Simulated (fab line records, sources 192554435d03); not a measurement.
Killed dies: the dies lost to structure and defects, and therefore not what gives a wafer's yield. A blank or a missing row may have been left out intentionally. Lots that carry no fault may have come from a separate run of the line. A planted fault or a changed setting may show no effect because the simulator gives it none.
fab line records	flow n5_finfet
record: lots: 11	wafers: 28	last_day: 20
route steps=1938 shown BEOL_M4@1111 BEOL_M14@1733 PASSIVATION@1936
lots that met no fault: from a run of the same line without faults
start_h: the number of hours between the record's first day and the start of the first shown wafer of the lot	wait_h: hours from the lot's prior step to this one	" repeats the value in the row above	L1.1+2: a row that stands for several wafers	- value missing, or start not given	* or withheld: withheld	< > ~ a bound
route shown NAME@n: NAME is a module with steps in the file, n the number in the route of the first one	usual: the fault-free wafers' mean and standard deviation	same: alike in all rows	chamber/n: place in a boat	sites: readings site by site	_std_site: how widely they spread, as a standard deviation	_edge_site: the outer-site mean with the inner-site mean subtracted	radius_mm: for every site, how far away it sits from the centre of the wafer	mask NAME#n: copy n	behind: tool/chamber where the wafer was last shaped	hold: what put the lot on hold/how long, in hours/how the hold closed	device: which transistor (n, p or np) failed to switch	end of line: the tests these same wafers got at the end of their route	a step with no rows: only its recipe	killed: dies that structure and defects cost at the first sort, which is not the same as the wafer's yield	map: a wafer's dies, x killed, . not, _ none there
set.NAME: the setting as run; set.NAME@STEP: as run at that earlier step	model.NAME: the simulator's own value behind a step, which no gauge read
the route's steps for a sample of lots (tables are steps, rows are wafers)
services: from which hour (start_h, from the record's first day; less than 0 if before it) a tool's chamber was out of use, for how many hours, and why
== steps ==
step: N5_BEOL_M4_RC_MEAS_101
usual: DIBL_N: 36.5/2.1	DIBL_P: 36.6/2.6	IOFF_N: 0.17/0.044	IOFF_P: 0.21/0.048	ION_N: 674/17	ION_P: 462/9.5	SS_N: 71.6/0.77	SS_P: 73.5/0.72	VT_N: 250/4.2	VT_P: -250/3.9
lot.wafer	tool	chamber	start_h	wait_h	DIBL_N[mV/V]	DIBL_P[mV/V]	IOFF_N[nA/um]	IOFF_P[nA/um]	ION_N[uA/um]	ION_P[uA/um]	SS_N[mV/dec]	SS_P[mV/dec]	VT_N[mV]	VT_P[mV]
L940.1	prober-01	0	222.07	0.0	41.7	40.4	0.31	0.35	707	476	73.8	74.9	241	-242
L940.3	"	0	"	"	34.2	32.3	0.13	0.19	678	467	70.7	72.7	251	-250
L940.6	"	0	"	"	40.5	40.5	0.29	0.34	703	475	72.2	74.8	241	-243
L938.4	prober-02	0	224.41	0.5	34.9	33.9	0.13	0.17	671	460	70.6	73.4	255	-254
L938.5	"	0	"	"	37.0	37.6	0.17	0.22	684	468	71.1	74.7	248	-252
L939.1	prober-02	0	227.58	0.0	37.2	37.7	0.14	0.20	667	462	71.1	73.0	253	-253
L939.4	"	0	"	"	40.6	42.3	0.24	0.28	706	478	72.4	74.4	241	-245
L939.5	"	0	"	"	39.5	40.8	0.20	0.25	685	465	72.2	74.3	248	-247
L944.2	prober-02	0	250.70	0.2	35.6	36.7	0.16	0.20	667	461	71.5	73.4	247	-250
L944.4	"	0	"	"	36.0	35.2	0.15	0.17	651	445	72.3	73.0	253	-253
L944.5	"	0	"	"	32.7	32.9	0.11	0.16	653	454	70.0	73.2	254	-254
L942.1	prober-01	0	261.62	0.0	39.1	39.4	0.21	0.24	694	469	72.9	74.1	247	-248
L942.3	"	0	"	"	37.9	39.1	0.18	0.23	666	461	72.4	73.7	250	-251
L942.6	"	0	"	"	34.6	33.8	0.12	0.17	664	457	70.8	73.6	255	-254
L946.1	prober-01	0	270.26	0.0	37.4	37.5	0.16	0.22	680	464	71.7	73.9	251	-249
L946.4	"	0	"	"	37.1	36.5	0.14	0.21	658	465	72.3	73.2	254	-248
L946.6	"	0	"	"	35.6	34.6	0.12	0.18	665	464	71.1	72.7	255	-251
L950.1	prober-02	0	277.93	0.0	34.3	33.9	0.12	0.15	659	451	71.0	73.1	258	-258
L950.2	"	0	"	"	36.0	37.2	0.16	0.21	688	466	71.6	73.3	249	-253
L950.6	"	0	"	"	36.1	37.2	0.15	0.21	662	455	71.7	74.1	251	-253
L949.1	prober-01	0	288.22	0.0	38.7	38.6	0.21	0.25	703	473	71.7	74.1	243	-249
L949.2	"	0	"	"	38.1	38.9	0.21	0.25	696	480	71.5	73.7	244	-248
L949.4	"	0	"	"	36.4	36.6	0.16	0.21	677	455	70.9	73.3	248	-250
L953.1	prober-01	0	299.93	0.0	37.2	36.8	0.19	0.27	692	484	72.1	74.2	245	-244
L953.4	"	0	"	"	33.4	33.5	0.13	0.20	670	467	70.7	73.6	251	-249
L953.5	"	0	"	"	35.6	34.8	0.16	0.23	662	469	71.8	73.9	249	-244
L952.1	prober-01	0	320.73	0.6	35.4	36.2	0.16	0.21	656	459	71.1	74.2	251	-250
L958.3	prober-02	0	339.64	0.3	36.6	36.6	0.17	0.22	691	472	71.7	73.8	249	-248
step: N5_BEOL_M14_STRIP_64
recipe: chemistry: O2	power_w: 600	temp_c: 60	pressure_mtorr: 30	rf_frequency_hz: 6e+07	bias_power_w: 0	overash_fraction: 0.3	o2_flow_sccm: 225
usual: drypump_motor_current_A: 5.6/0.39	oes_product_au: 0.81/0.1	rf_vpp_V: 3.7/0.46	showerhead_plenum_p_Torr: 2.10/0.086	throttle_valve_pct: 16.6/0.31
lot.wafer	tool	chamber	start_h	wait_h	drypump_motor_current_A	oes_product_au	rf_hours_counter_h	rf_vpp_V	showerhead_plenum_p_Torr	throttle_valve_pct
L940.1	rie_diel-04	0	-	-	5.8	0.75	164	3.9	2.12	16.5
L940.3	"	3	"	"	5.5	0.75	186	3.3	2.03	16.9
L940.6	"	0	"	"	5.8	0.76	-	3.3	2.12	16.5
L938.4	rie_diel-01	1	-	-	5.8	0.76	159	3.7	2.18	16.5
L938.5	"	3	"	"	5.0	0.72	-	4.0	2.01	17.0
L939.1	rie_diel-04	1	-	-	6.1	0.68	223	3.9	1.99	17.0
L939.4	"	2	"	"	5.6	0.84	76	4.0	2.10	16.7
L939.5	"	2	"	"	5.6	0.84	-	3.7	2.10	16.7
L944.2	rie_diel-04	0	-	-	5.8	0.75	173	3.4	2.12	16.6
L944.4	"	3	"	"	5.5	0.73	195	3.9	2.02	16.9
L944.5	"	1	"	"	6.1	0.69	-	3.6	1.98	17.0
L942.1	rie_diel-04	0	-	-	5.8	0.75	176	3.8	2.12	16.6
L942.3	"	3	"	"	5.5	0.72	199	3.3	2.02	16.9
L942.6	"	2	"	"	5.6	0.83	-	3.9	2.10	16.8
L946.1	rie_diel-05	0	-	-	5.1	0.69	249	3.6	1.95	16.5
L946.4	"	3	"	"	5.5	0.92	33	4.2	2.24	16.3
L946.6	"	3	"	"	5.5	0.94	-	3.3	2.24	16.2
L950.1	rie_diel-05	3	-	-	5.5	0.91	43	3.9	2.24	16.3
L950.2	"	2	"	"	5.3	0.88	34	3.8	2.12	16.4
L950.6	"	3	"	"	5.4	0.91	-	3.7	2.24	16.3
L949.1	rie_diel-01	1	-	-	5.8	0.74	178	3.7	2.17	16.6
L949.2	"	3	"	"	5.1	0.71	206	3.6	2.01	17.0
L949.4	"	0	"	"	6.2	0.88	42	3.6	2.15	16.6
L953.1	rie_diel-05	0	-	-	5.2	0.95	6	4.3	2.20	16.1
L953.4	"	3	"	"	5.4	0.90	-	4.3	2.23	16.3
L953.5	"	2	"	"	5.3	0.88	-	3.8	2.11	16.4
L952.1	rie_diel-01	2	-	-	5.1	0.93	26	3.8	2.05	16.5
L958.3	rie_diel-01	0	-	-	6.3	0.83	67	4.1	2.15	16.6
step: N5_BEOL_M14_CD_MEAS_28
recipe: target_cd_nm: 284.4	landing_energy_ev: 500	detector: se_inlens
usual: cd_nm: 285.2/1.7
lot.wafer	tool	chamber	start_h	wait_h	cd_nm
L940.1	cd_sem-03	0	299.43	-	285.2
L940.3	"	0	"	"	282.5
L940.6	"	0	"	"	283.1
L938.4	cd_sem-02	0	306.96	-	287.2
L938.5	"	0	"	"	287.7
L939.1	cd_sem-03	0	308.85	-	284.9
L939.4	"	0	"	"	283.4
L939.5	"	0	"	"	285.4
L944.2	cd_sem-02	0	326.41	-	287.8
L944.4	"	0	"	"	286.4
L944.5	"	0	"	"	284.0
L942.1	cd_sem-03	0	335.50	-	282.6
L942.3	"	0	"	"	284.3
L942.6	"	0	"	"	283.3
L946.1	cd_sem-03	0	348.85	-	283.3
L946.4	"	0	"	"	283.6
L946.6	"	0	"	"	282.4
L950.1	cd_sem-03	0	366.13	-	285.3
L950.2	"	0	"	"	285.4
L950.6	"	0	"	"	286.2
L949.1	cd_sem-03	0	371.04	-	287.6
L949.2	"	0	"	"	286.0
L949.4	"	0	"	"	285.3
L953.1	cd_sem-03	0	381.07	-	284.0
L953.4	"	0	"	"	284.3
L953.5	"	0	"	"	283.0
L952.1	cd_sem-01	0	429.56	-	286.5
L958.3	cd_sem-01	0	450.87	-	285.5
step: N5_BEOL_M14_CMP_49
recipe: stop_on: SiO2	t_overpolish_s: 5.2	down_force_psi: 2	platen_rpm: 80	clearing_platen_down_force_psi: 2	clearing_platen_rpm: 80	post_cmp_clean: cu_alkaline	target_thk_nm: 560	clearing_platen_pad_velocity_m_s: 1.5917	pad_velocity_m_s: 1.5917
usual: barrier_field_endpoint_s: 11.3/0.33	motor_current_A: 8.2/0.85	overpolish_run_s: 5.200/0.0091	time_to_endpoint_s: 121/5.7
lot.wafer	tool	chamber	start_h	wait_h	barrier_field_endpoint_s	motor_current_A	overpolish_run_s	time_to_endpoint_s
L940.3	cmp-03	0	303.88	0.2	11.4	8.6	5.201	120
L940.1	"	2	"	"	10.9	8.4	5.196	113
L940.6	"	1	"	"	11.6	8.0	5.200	129
L938.4	cmp-01	1	314.29	0.2	10.9	7.4	5.200	114
L938.5	"	3	"	"	11.7	7.8	5.202	128
L939.4	cmp-01	3	315.36	0.1	11.5	7.4	5.188	123
L939.1	"	0	"	"	11.2	9.4	5.197	114
L939.5	"	0	"	"	11.3	9.4	5.191	118
L944.4	cmp-03	0	330.02	0.1	11.3	8.4	5.213	122
L944.2	"	1	"	"	11.9	8.2	5.213	128
L944.5	"	1	"	"	11.8	7.8	5.196	127
L942.1	cmp-01	0	339.22	0.3	11.0	8.8	5.191	118
L942.3	"	2	"	"	11.2	8.2	5.190	119
L942.6	"	0	"	"	11.1	9.0	5.199	120
L946.4	cmp-01	1	352.72	0.1	10.8	6.7	5.200	110
L946.1	"	2	"	"	11.3	8.1	5.211	119
L946.6	"	1	"	"	10.8	7.0	5.216	112
L950.2	cmp-01	0	369.52	0.3	11.3	9.4	5.203	116
L950.1	"	1	"	"	10.7	7.1	5.185	111
L950.6	"	1	"	"	10.7	7.2	5.207	115
L949.2	cmp-01	0	373.63	0.4	10.9	9.5	5.195	119
L949.4	"	1	"	"	10.6	7.3	5.189	110
L949.1	"	2	"	"	11.5	7.9	5.189	126
L953.4	cmp-01	2	385.84	0.1	11.5	8.3	5.197	124
L953.1	"	3	"	"	11.6	7.4	5.198	130
L953.5	"	3	"	"	11.8	7.3	5.193	131
L952.1	cmp-01	1	448.18	0.3	22.8	6.8	3.269	157
L958.3	cmp-01	1	455.32	0.2	22.1	7.0	3.879	159
step: N5_BEOL_M14_THK_MEAS_50
recipe: thk_meas_gauge: xrf	reads: Cu_of_BEOL_M14_ECD_47
usual: M14_THK: 560/18
lot.wafer	tool	chamber	start_h	wait_h	M14_THK[nm]
L940.1	film_metro-01	-	304.17	-	585
L940.3	"	-	"	"	546
L940.6	"	-	"	"	584
L938.4	film_metro-02	-	314.51	-	551
L938.5	"	-	"	"	570
L939.1	film_metro-01	-	315.66	-	575
L939.4	"	-	"	"	559
L939.5	"	-	"	"	578
L944.2	film_metro-02	-	330.31	-	537
L944.4	"	-	"	"	541
L944.5	"	-	"	"	569
L942.1	film_metro-01	-	339.47	-	528
L942.3	"	-	"	"	536
L942.6	"	-	"	"	573
L946.1	film_metro-01	-	353.02	-	549
L946.4	"	-	"	"	574
L946.6	"	-	"	"	550
L950.1	film_metro-01	-	369.81	-	579
L950.2	"	-	"	"	559
L950.6	"	-	"	"	584
L949.1	film_metro-02	-	373.93	-	543
L949.2	"	-	"	"	569
L949.4	"	-	"	"	526
L953.1	film_metro-01	-	386.14	-	557
L953.4	"	-	"	"	556
L953.5	"	-	"	"	579
L952.1	film_metro-02	-	448.47	-	949
L958.3	film_metro-02	-	455.62	-	1003
step: N5_PASSIVATION_PROBE_49
usual: defect_limited_yield: 91.2/1.5	killed_at_M0_to_M3: 36/10	killed_at_M4_up: 14/5.2	killed_at_contacts: 12/6	killed_at_front_end: 37/10	killed_at_other: 4/3.3	killed_dies: 104/18	killed_on_rim: 14/4.1	killed_open: 68/14	killed_short: 34/7.4	sort_bin_4_leakage: 0.01/0.04	sort_bin_5_function: 5.2/1	sort_bin_6_memory: 3.3/0.7	sort_n_pass: 1076/18	sort_yield_pct: 91.2/1.5
same: gross_dies: 1180	killed_at_back_side: 0	sort_bin_8_speed[%]: 0
lot.wafer	tool	chamber	start_h	wait_h	defect_limited_yield[%]	killed_at_M0_to_M3	killed_at_M4_up	killed_at_contacts	killed_at_front_end	killed_at_other	killed_dies	killed_on_rim	killed_open	killed_short	sort_bin_4_leakage[%]	sort_bin_5_function[%]	sort_bin_6_memory[%]	sort_n_pass	sort_yield_pct[%]
L940.1	prober-02	-	331.91	0.0	91.5	22	15	8	50	5	100	16	70	30	0.25	5.4	3.0	1077	91.3
L940.3	prober-02	-	332.01	0.1	89.9	38	22	24	33	2	119	15	87	31	0	5.4	4.4	1061	89.9
L940.6	prober-02	-	332.16	0.3	90.8	32	10	13	46	7	108	10	66	38	0.08	5.0	3.8	1071	90.8
L939.1	prober-01	-	337.20	0.0	92.5	33	11	6	38	0	88	11	46	42	0	4.5	2.4	1092	92.5
L939.4	prober-01	-	337.35	0.2	92.0	36	19	2	35	2	94	15	60	30	0	4.2	3.6	1086	92.0
L939.5	prober-01	-	337.40	0.2	91.9	37	22	6	30	1	96	9	58	36	0	4.7	3.0	1084	91.9
L938.4	prober-01	-	338.42	0.2	93.3	28	8	6	31	6	79	10	53	26	0	3.9	2.7	1101	93.3
L938.5	prober-01	-	338.47	0.2	94.6	18	13	14	16	3	64	7	42	22	0	3.2	1.9	1116	94.6
L944.2	prober-02	-	348.20	0.1	89.7	46	19	22	26	8	121	17	85	35	0	6.6	3.1	1059	89.7
L944.4	prober-02	-	348.30	0.2	87.6	44	27	12	57	6	146	17	102	42	0	7.6	4.5	1034	87.6
L944.5	prober-02	-	348.35	0.2	87.6	63	26	14	36	7	146	19	95	48	0	7.9	4.0	1034	87.6
L942.1	prober-01	-	362.77	0.0	88.0	37	13	16	72	4	142	22	102	40	0	6.7	4.9	1038	88.0
L942.3	prober-01	-	362.87	0.1	88.6	47	10	23	51	3	134	16	85	49	0	6.4	4.2	1046	88.6
L942.6	prober-01	-	363.02	0.3	92.0	23	9	20	39	3	94	17	58	35	0	4.5	3.1	1086	92.0
L946.1	prober-01	-	375.60	0.0	91.9	28	16	9	40	3	96	14	62	34	0	5.0	2.8	1084	91.9
L946.4	prober-01	-	375.75	0.2	93.1	24	16	7	34	1	82	7	50	31	0	3.6	3.1	1098	93.1
L946.6	prober-01	-	375.85	0.3	91.3	40	10	8	44	1	103	12	63	40	0	5.5	2.9	1077	91.3
L950.1	prober-01	-	400.51	0.0	89.1	42	14	10	61	2	129	15	77	52	0	6.4	4.2	1051	89.1
L950.2	prober-01	-	400.56	0.1	92.3	29	12	7	41	2	91	7	55	36	0	5.0	2.4	1089	92.3
L950.6	prober-01	-	400.76	0.3	90.1	44	9	11	52	1	117	12	71	45	0	6.1	3.2	1063	90.1
L949.1	prober-01	-	401.20	0.0	91.9	41	15	2	34	4	96	9	67	29	0	4.8	3.1	1084	91.9
L949.2	prober-01	-	401.25	0.1	91.3	33	22	9	35	4	103	13	67	33	0	4.7	3.8	1077	91.3
L949.4	prober-01	-	401.35	0.2	93.7	24	11	9	27	3	74	8	48	24	0	3.3	2.8	1106	93.7
L953.1	prober-01	-	420.03	0.0	92.6	25	9	7	32	14	87	14	45	34	0	4.0	3.1	1093	92.6
L953.4	prober-01	-	420.18	0.2	91.1	29	21	8	37	10	105	19	67	34	0	4.9	3.9	1075	91.1
L953.5	prober-01	-	420.23	0.2	91.9	36	13	9	26	11	95	17	60	30	0	3.7	4.0	1085	91.9
L952.1	prober-01	-	470.34	0.0	0	36	1091	9	43	1	1180	152	64	35	0	14.8	2.8	0	0
L958.3	prober-01	-	481.89	0.1	0	29	1107	9	32	3	1180	152	60	26	0	18.1	3.1	0	0
killed by level:class
L940.1 FIN_SAQP:geometric_particle:open=14 STI_FIN_REVEAL:geometric_particle:open=11 MOL_CONTACT_COAG:geometric_particle:open=7 BEOL_M0_SAQP:geometric_particle:open=7 BEOL_M4:geometric_particle:open=6 FIN_SAQP:geometric_particle:short=5 ILD0:geometric_particle:short=4 BEOL_M0_SAQP:geometric_particle:short=4
L940.3 MOL_CONTACT_COAG:geometric_particle:open=17 BEOL_M0_SAQP:geometric_particle:open=13 FIN_SAQP:geometric_particle:open=11 MOL_CONTACT_COAG:geometric_particle:short=7 BEOL_M2:geometric_particle:open=7 BEOL_M0_SAQP:geometric_particle:short=6 BEOL_M4:geometric_particle:open=6 BEOL_M7:geometric_particle:open=6
L940.6 FIN_SAQP:geometric_particle:open=12 BEOL_M0_SAQP:geometric_particle:short=11 MOL_CONTACT_COAG:geometric_particle:open=10 BEOL_M0_SAQP:geometric_particle:open=9 STARTING-WAFER:geometric_particle:open=6 BEOL_M2:geometric_particle:open=6 FIN_SAQP:geometric_particle:short=5 STI_FIN_REVEAL:geometric_particle:open=4
L939.1 STI_FIN_REVEAL:geometric_particle:open=10 BEOL_M3:geometric_particle:short=8 BEOL_M0_SAQP:geometric_particle:short=7 FIN_SAQP:geometric_particle:short=6 BEOL_M4:geometric_particle:open=6 MOL_CONTACT_COAG:geometric_particle:open=6 BEOL_M3:geometric_particle:open=5 BEOL_M2:geometric_particle:short=4
L939.4 BEOL_M4:geometric_particle:open=10 BEOL_M0_SAQP:geometric_particle:open=7 BEOL_M3:geometric_particle:open=7 BEOL_M1:geometric_particle:open=7 FIN_SAQP:geometric_particle:short=6 BEOL_M0_SAQP:geometric_particle:short=5 BEOL_M2:geometric_particle:open=5 STARTING-WAFER:geometric_particle:short=5
L939.5 BEOL_M4:geometric_particle:open=9 FIN_SAQP:geometric_particle:open=8 BEOL_M1:geometric_particle:open=8 FIN_SAQP:geometric_particle:short=7 BEOL_M2:geometric_particle:open=7 BEOL_M3:geometric_particle:short=6 STI_FIN_REVEAL:geometric_particle:open=5 MOL_CONTACT_COAG:geometric_particle:open=5
L938.4 BEOL_M2:geometric_particle:open=7 STI_FIN_REVEAL:geometric_particle:open=6 FIN_SAQP:geometric_particle:short=5 GATE_CUT:geometric_particle:short=5 MOL_CONTACT_COAG:geometric_particle:open=5 BEOL_M0_SAQP:geometric_particle:open=5 BEOL_M1:geometric_particle:open=5 FIN_SAQP:geometric_particle:open=3
L938.5 MOL_CONTACT_COAG:geometric_particle:open=12 GATE_CUT:geometric_particle:short=6 BEOL_M1:geometric_particle:open=5 FIN_SAQP:geometric_particle:open=4 BEOL_M0_SAQP:geometric_particle:short=4 BEOL_M4:geometric_particle:open=4 BEOL_M2:geometric_particle:open=3 BEOL_M7:geometric_particle:open=3
L944.2 MOL_CONTACT_COAG:geometric_particle:open=17 BEOL_M3:geometric_particle:open=15 BEOL_M0_SAQP:geometric_particle:open=10 BEOL_M0_SAQP:geometric_particle:short=8 BEOL_M4:geometric_particle:open=7 MOL_CONTACT_COAG:geometric_particle:short=5 BEOL_M1:geometric_particle:open=5 FIN_SAQP:geometric_particle:open=4
L944.4 STI_FIN_REVEAL:geometric_particle:open=24 BEOL_M4:geometric_particle:open=14 BEOL_M3:geometric_particle:open=11 MOL_CONTACT_COAG:geometric_particle:open=8 BEOL_M2:geometric_particle:open=8 BEOL_M0_SAQP:geometric_particle:short=7 STARTING-WAFER:geometric_particle:open=7 ILD0:geometric_particle:open=5
L944.5 BEOL_M3:geometric_particle:open=15 BEOL_M2:geometric_particle:open=15 BEOL_M4:geometric_particle:open=13 MOL_CONTACT_COAG:geometric_particle:open=11 BEOL_M0_SAQP:geometric_particle:short=9 BEOL_M0_SAQP:geometric_particle:open=6 STARTING-WAFER:geometric_particle:open=6 BEOL_M3:geometric_particle:short=5
L942.1 FIN_SAQP:geometric_particle:open=23 STI_FIN_REVEAL:geometric_particle:open=23 MOL_CONTACT_COAG:geometric_particle:open=12 FIN_SAQP:geometric_particle:short=11 BEOL_M2:geometric_particle:open=9 BEOL_M0_SAQP:geometric_particle:short=7 BEOL_M3:geometric_particle:open=6 STARTING-WAFER:geometric_particle:open=5
L942.3 FIN_SAQP:geometric_particle:open=19 MOL_CONTACT_COAG:geometric_particle:open=15 BEOL_M2:geometric_particle:open=14 FIN_SAQP:geometric_particle:short=12 BEOL_M0_SAQP:geometric_particle:short=10 MOL_CONTACT_COAG:geometric_particle:short=8 ILD0:geometric_particle:short=7 BEOL_M0_SAQP:geometric_particle:open=6
L942.6 MOL_CONTACT_COAG:geometric_particle:open=15 BEOL_M3:geometric_particle:open=9 FIN_SAQP:geometric_particle:short=8 STI_FIN_REVEAL:geometric_particle:open=7 FIN_SAQP:geometric_particle:open=6 GATE_CUT:geometric_particle:short=5 MOL_CONTACT_COAG:geometric_particle:short=5 DUMMY_GATE:geometric_particle:short=4
L946.1 FIN_SAQP:geometric_particle:short=12 FIN_SAQP:geometric_particle:open=9 BEOL_M0_SAQP:geometric_particle:open=8 MOL_CONTACT_COAG:geometric_particle:open=7 ILD0:geometric_particle:open=5 BEOL_M0_SAQP:geometric_particle:short=5 BEOL_M2:geometric_particle:open=5 GATE_CUT:geometric_particle:short=4
L946.4 FIN_SAQP:geometric_particle:short=15 FIN_SAQP:geometric_particle:open=8 BEOL_M0_SAQP:geometric_particle:open=7 MOL_CONTACT_COAG:geometric_particle:open=6 BEOL_M0_SAQP:geometric_particle:short=6 BEOL_M3:geometric_particle:open=6 BEOL_M4:geometric_particle:open=6 STARTING-WAFER:geometric_particle:short=3
L946.6 FIN_SAQP:geometric_particle:short=11 BEOL_M0_SAQP:geometric_particle:open=11 BEOL_M0_SAQP:geometric_particle:short=11 BEOL_M3:geometric_particle:open=11 FIN_SAQP:geometric_particle:open=10 GATE_CUT:geometric_particle:short=7 MOL_CONTACT_COAG:geometric_particle:open=7 ILD0:geometric_particle:short=5
L950.1 STI_FIN_REVEAL:geometric_particle:open=13 BEOL_M0_SAQP:geometric_particle:open=10 BEOL_M0_SAQP:geometric_particle:short=8 FIN_SAQP:geometric_particle:open=7 FIN_SAQP:geometric_particle:short=7 MOL_CONTACT_COAG:geometric_particle:open=7 STI_FIN_REVEAL:geometric_particle:short=6 ILD0:geometric_particle:short=6
L950.2 FIN_SAQP:geometric_particle:open=9 BEOL_M1:geometric_particle:open=9 GATE_CUT:geometric_particle:short=7 MOL_CONTACT_COAG:geometric_particle:open=7 FIN_SAQP:geometric_particle:short=6 BEOL_M2:geometric_particle:open=5 BEOL_M1:geometric_particle:short=5 BEOL_M4:geometric_particle:open=5
L950.6 FIN_SAQP:geometric_particle:open=16 FIN_SAQP:geometric_particle:short=14 BEOL_M1:geometric_particle:open=14 BEOL_M0_SAQP:geometric_particle:short=9 DUMMY_GATE:geometric_particle:open=8 MOL_CONTACT_COAG:geometric_particle:open=7 BEOL_M2:geometric_particle:open=7 BEOL_M0_SAQP:geometric_particle:open=5
L949.1 BEOL_M0_SAQP:geometric_particle:short=14 STI_FIN_REVEAL:geometric_particle:open=10 BEOL_M3:geometric_particle:open=10 FIN_SAQP:geometric_particle:open=7 BEOL_M0_SAQP:geometric_particle:open=7 BEOL_M4:geometric_particle:open=6 FIN_SAQP:geometric_particle:short=4 BEOL_M7:geometric_particle:open=4
L949.2 BEOL_M4:geometric_particle:open=13 BEOL_M0_SAQP:geometric_particle:open=12 MOL_CONTACT_COAG:geometric_particle:open=9 STI_FIN_REVEAL:geometric_particle:open=8 BEOL_M0_SAQP:geometric_particle:short=7 FIN_SAQP:geometric_particle:short=6 FIN_SAQP:geometric_particle:open=5 DUMMY_GATE:geometric_particle:open=4
L949.4 BEOL_M0_SAQP:geometric_particle:open=9 FIN_SAQP:geometric_particle:open=7 MOL_CONTACT_COAG:geometric_particle:open=7 BEOL_M0_SAQP:geometric_particle:short=6 BEOL_M0:geometric_particle:open=4 STARTING-WAFER:geometric_particle:short=4 GATE_CUT:geometric_particle:open=3 GATE_CUT:geometric_particle:short=3
L953.1 STI_FIN_REVEAL:geometric_particle:open=8 MOL_CONTACT_COAG:geometric_particle:open=6 PASSIVATION:area_etch=6 BEOL_M0_SAQP:geometric_particle:short=5 BEOL_M4:geometric_particle:open=5 STARTING-WAFER:geometric_particle:short=5 FIN_SAQP:geometric_particle:short=4 GATE_CUT:geometric_particle:short=4
L953.4 BEOL_M0_SAQP:geometric_particle:open=8 BEOL_M0_SAQP:geometric_particle:short=7 BEOL_M3:geometric_particle:open=7 BEOL_M4:geometric_particle:open=7 BEOL_M3:geometric_particle:short=6 GATE_CUT:geometric_particle:short=6 MOL_CONTACT_COAG:geometric_particle:open=6 BEOL_M5:geometric_particle:open=6
L953.5 FIN_SAQP:geometric_particle:open=8 MOL_CONTACT_COAG:geometric_particle:open=8 BEOL_M3:geometric_particle:open=8 BEOL_M4:geometric_particle:open=8 BEOL_M0_SAQP:geometric_particle:short=6 GATE_CUT:geometric_particle:short=5 BEOL_M0_SAQP:geometric_particle:open=5 FIN_SAQP:geometric_particle:short=4
L952.1 BEOL_M14:area_cmp=855 BEOL_M12:overlay=224 BEOL_M2:geometric_particle:open=12 STI_FIN_REVEAL:geometric_particle:open=11 FIN_SAQP:geometric_particle:open=9 FIN_SAQP:geometric_particle:short=6 BEOL_M0_SAQP:geometric_particle:open=6 GATE_CUT:geometric_particle:short=5
L958.3 BEOL_M14:area_cmp=773 BEOL_M12:overlay=321 MOL_CONTACT_COAG:geometric_particle:open=8 DUMMY_GATE:geometric_particle:open=7 STI_FIN_REVEAL:geometric_particle:open=5 BEOL_M0_SAQP:geometric_particle:short=5 BEOL_M0:geometric_particle:open=5 BEOL_M3:geometric_particle:open=5
== services ==
tool	chamber	start_h	hours	kind
cmp-01	-	278.95	0.5	repair
rie_diel-05	1	286.76	30.4	repair
rie_diel-01	1	313.20	6.2	repair
rie_diel-01	2	319.40	-	clean
rie_diel-01	2	319.40	-	consumable_replace:focus_ring
rie_diel-01	2	319.40	19.2	scheduled_down
rie_diel-01	2	319.40	19.2	vent_cycle
cmp-01	-	325.02	0.8	repair
rie_diel-05	0	350.11	-	clean
rie_diel-05	0	350.11	-	consumable_replace:focus_ring
rie_diel-05	0	350.11	-	consumable_replace:showerhead
rie_diel-05	0	350.11	16.8	scheduled_down
rie_diel-05	0	350.11	16.8	vent_cycle
rie_diel-01	-	351.84	15.6	pm
cmp-03	-	358.93	2.4	repair
cmp-03	-	369.83	10.2	pm
cmp-01	-	375.79	4.0	pm
cmp-01	-	379.79	-	consumable_replace:conditioner
cmp-01	-	379.79	-	consumable_replace:pad
rie_diel-04	1	380.23	18.4	repair
cmp-03	-	381.43	2.7	repair
rie_diel-04	0	386.71	4.0	repair
rie_diel-04	-	416.71	2.8	pm
rie_diel-01	0	427.65	10.6	repair
== key ==
first_sign: step: N5_BEOL_M14_CMP_49	reading: overpolish_run_s	direction: down	sigmas: 99+	usual: 5.200	struck: 3.574
effect: step: N5_BEOL_M14_CMP_49	reading: barrier_field_endpoint_s	direction: up	sigmas: 33	usual: 11.3	struck: 22.4
effect: step: N5_BEOL_M14_THK_MEAS_50	reading: M14_THK	direction: up	sigmas: 23	usual: 560	struck: 976
effect: step: N5_PASSIVATION_PROBE_49	reading: killed_at_M4_up	direction: up	sigmas: 99+	usual: 14	struck: 1099
more_kills_born_at: N5_BEOL_M14_CMP_49@cmp-01: 1628
met_at N5_BEOL_M14_CMP_49
struck_lots L952,L958
struck_wafers L952.1,L958.3
later_rows_left_out L952.1,L958.3
not_acting_at N5_BEOL_M14_STRIP_64,N5_BEOL_M14_CD_MEAS_28
onset_between 373.63 448.18
earlier_fault: kind: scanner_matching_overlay	tool: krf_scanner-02	chamber: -	onset_h: 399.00	steps: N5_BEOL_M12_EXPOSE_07	offset: 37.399
earlier_fault: kind: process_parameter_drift	tool: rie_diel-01	chamber: 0	onset_h: 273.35	steps: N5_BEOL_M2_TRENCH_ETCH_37	channel: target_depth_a	offset: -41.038	shape: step	acts_in: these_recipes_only	stated: 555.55
fault: kind: process_parameter_drift	tool: cmp-01	chamber: 1	onset_h: 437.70	steps: N5_BEOL_M14_CMP_49	channel: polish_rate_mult	offset: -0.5	shape: step
later_rows_left_out: the simulator's readings of these wafers behind a module that went badly wrong aren't trusted and aren't shown, but for the sort
